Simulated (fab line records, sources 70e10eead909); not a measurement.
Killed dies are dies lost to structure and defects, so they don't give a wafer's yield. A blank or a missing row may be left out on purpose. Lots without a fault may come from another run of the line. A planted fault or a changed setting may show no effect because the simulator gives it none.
Chamber matching | flow nand_harc | NHARC_A_M0_ETCH_34 on rie_diel-05: 4 sister chambers
The step etches the open film in N2/H2, target depth 40 nm, overetch 12 nm, time 43.94 s. 4 wafers are shown with their chamber, then 10 later ones without.

WAFERS WITH THEIR CHAMBER
wafer  | chamber | showerhead_plenum_p_Torr (Torr)
L088.2 | 0       | 1.97
L088.4 | 1       | 2.10
L092.3 | 2       | 2.12
L092.5 | 3       | 2.08

WAFERS WITHOUT THEIR CHAMBER
wafer  | showerhead_plenum_p_Torr (Torr)
L092.6 | 1.97
L094.4 | 2.07
L094.5 | 1.97
L094.6 | 2.07
L096.1 | 2.10
L096.2 | 2.08
L096.4 | 1.97
L097.1 | 1.97
L097.2 | 2.07
L097.3 | 2.12

WHICH CHAMBER EACH WENT THROUGH
wafer  | from the rows above | in truth
L092.6 | 0                   | 0
L094.4 | 3                   | 3
L094.5 | 0                   | 0
L094.6 | 3                   | 3
L096.1 | 1                   | 1
L096.2 | 3                   | 3
L096.4 | 0                   | 0
L097.1 | 0                   | 0
L097.2 | 3                   | 3
L097.3 | 2                   | 2
Placed correctly: 10 of 10. Can't be placed from these rows: 0. Placed wrongly: 0.
How it was worked out, from the rows above alone: a wafer's distance from a chamber is the root of the sum, over the readings, of the square of ((its reading less the chamber's mean) divided by the reading's scatter). The wafer belongs to the nearest chamber; if the next one is less than 2 further off, it can't be placed. A chamber's mean is the mean of its shown wafers. The scatter: with one shown wafer a chamber, the root of the mean of the squares of how far each hidden wafer lies from its nearest shown one.
